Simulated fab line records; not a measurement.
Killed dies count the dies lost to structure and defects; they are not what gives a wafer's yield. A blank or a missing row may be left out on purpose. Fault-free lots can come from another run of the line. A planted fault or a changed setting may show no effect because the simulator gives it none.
Comparing a struck lot with a sound one    flow n5_finfet    37 steps out of a route of 1938
Sound: these wafers, L642.1, L642.4, L642.6. The struck wafers were L624.1, L624.2, L624.5. The cause is named last.
For every step that has rows: the tool of each side, followed by ch and its chambers, followed by its first start. Under that, the readings that differ: sound wafers    struck wafers    difference of the means    sigmas: that difference in standard deviations of wafers without a fault.
alike: readings with means less than 2 such deviations apart, plus words and numbers identical on both sides. not compared: withheld readings, readings lacking a value on some wafer, bounds such as >300 that could conceal the same value, and numbers that have no deviation in the record and whose values overlap.
A row with sigmas, a row that says differs or no value, or rows on one side alone: a step with any of these is where the two part. When numbers do not overlap yet have no deviation, they are printed without sigmas and do not part them. Lack of a reading on every wafer of one side parts them only where that side has two or more wafers.

first, 9 steps without rows for these wafers: N5_BEOL_M4_ANNEAL_95 (time 240 s); N5_BEOL_M4_SPUTTER_96 (material Cu, target thk 4.5 nm, time 8.29 s); N5_BEOL_M4_ECD_50 (material Cu, target thk 300 nm); N5_BEOL_M4_ANNEAL_51 (time 90 s); N5_BEOL_M4_CMP_52 (polishes, stops on SiOC, t overpolish 6.8 s, target thk 40 nm); N5_BEOL_M4_PRE_CLEAN_60 (time 15 s); N5_BEOL_M4_CO_CAP_55 (material Co, precursor CCTBA/H2, target thk 2 nm, time 102.1 s); N5_BEOL_M4_PRE_CLEAN_56 (time 15 s); N5_BEOL_M4_DEP_57 (deposits SiCN from 3MS/NH3, target thk 8 nm, time 14 s).
N5_BEOL_M4_RC_MEAS_101:
  sound on prober-02 ch 0, day 15 01:38; struck on prober-01 ch 0, day 9 04:55
  alike: DIBL_N, DIBL_P, IOFF_N, IOFF_P, ION_N, ION_P, SS_N, SS_P, VT_N, VT_P
then, 24 steps without rows for these wafers: N5_BEOL_M5_ILD_DEP_00 (deposits SiCOH lowk from DEMS/porogen, target thk 140.64 nm, time 25.9 s); N5_BEOL_M5_CURE_79 (cures SiCOH lowk, time 240 s); N5_BEOL_M5_PECVD_70 (deposits SiO2 from TEOS/O2, target thk 16 nm, time 18 s); N5_BEOL_M5_HM_DEP_02 (deposits TiN, target thk 20 nm); N5_BEOL_M5_COAT_59 (time 60 s, resist thk 60 nm); N5_BEOL_M5_COAT_60 (time 60 s, resist thk 12 nm); N5_BEOL_M5_COAT_71 (time 60 s, resist thk 5 nm); N5_BEOL_M5_COAT_05 (resist thk 30 nm); N5_BEOL_M5_EBR_07; N5_BEOL_M5_SOFTBAKE_06 (time 60 s); N5_BEOL_M5_EXPOSE_08 (exposes mask M5, target cd 28 nm); N5_BEOL_M5_PEB_09 (peb time 60 s); N5_BEOL_M5_DEVELOP_10 (develop time 30 s); N5_BEOL_M5_DESCUM_16 (chemistry O2, time 7 s); N5_BEOL_M5_ETCH_72 (etches underlayer in N2/H2, target depth 6.5 nm, time 5.2 s); N5_BEOL_M5_ETCH_61 (etches SiARC in CF4, target depth 15.6 nm, time 26 s); N5_BEOL_M5_ETCH_62 (etches SOC in N2/H2, target depth 75 nm, overetch 15 nm, time 112.5 s); N5_BEOL_M5_STRIP_63 (strips in N2/H2); N5_BEOL_M5_STRIP_73 (strips in N2/H2); N5_BEOL_M5_STRIP_64 (strips in CF4); N5_BEOL_M5_HM_OPEN_17 (chemistry Cl2/BCl3, target TiN, target depth 20 nm, overetch 6 nm); N5_BEOL_M5_STRIP_19 (strips in O2); N5_BEOL_M5_COAT_65 (time 60 s, resist thk 60 nm); N5_BEOL_M5_COAT_66 (time 60 s, resist thk 12 nm).
-- the record jumps here: 3 days lie between the struck wafers' starts before and after (it left off in module BEOL_M5 and takes up again in module BEOL_M11, whose first step shown is number 1593 of the route) --
N5_BEOL_M11_SPUTTER_48: material Cu, target thk 12 nm, time 2 s.
  sound: pvd_sputter-03 at day 17 22:35; struck: pvd_sputter-01 at day 12 05:08
  no value came back on the struck wafers for any of 5 readings (bias_v (V), cathode_dc_power_W (W) and others); on the sound wafers bias_v (V) reads 59.3 59.6 61.0
N5_BEOL_M11_CMP_52: polishes, stops on SiCOH lowk, t overpolish 7 s, target thk 140 nm.
  sound on cmp-04 ch 1,2,3, day 17 23:08; struck on cmp-04 ch 2,3, day 12 05:40
reading                 sound     struck  difference  sigmas
time_to_endpoint_s (s)  71 66 68  5 1 0   -66         -22
  alike: motor_current_A
  not compared: pad_life_wafers
N5_PASSIVATION_PROBE_49:
  the record has rows for the struck wafers here (prober-02, day 13 22:37) and none for the sound ones

== WHERE THEY PART ==
Earliest at N5_BEOL_M11_SPUTTER_48; latest, in this record, at N5_PASSIVATION_PROBE_49.

WHY: the cause the simulator had injected
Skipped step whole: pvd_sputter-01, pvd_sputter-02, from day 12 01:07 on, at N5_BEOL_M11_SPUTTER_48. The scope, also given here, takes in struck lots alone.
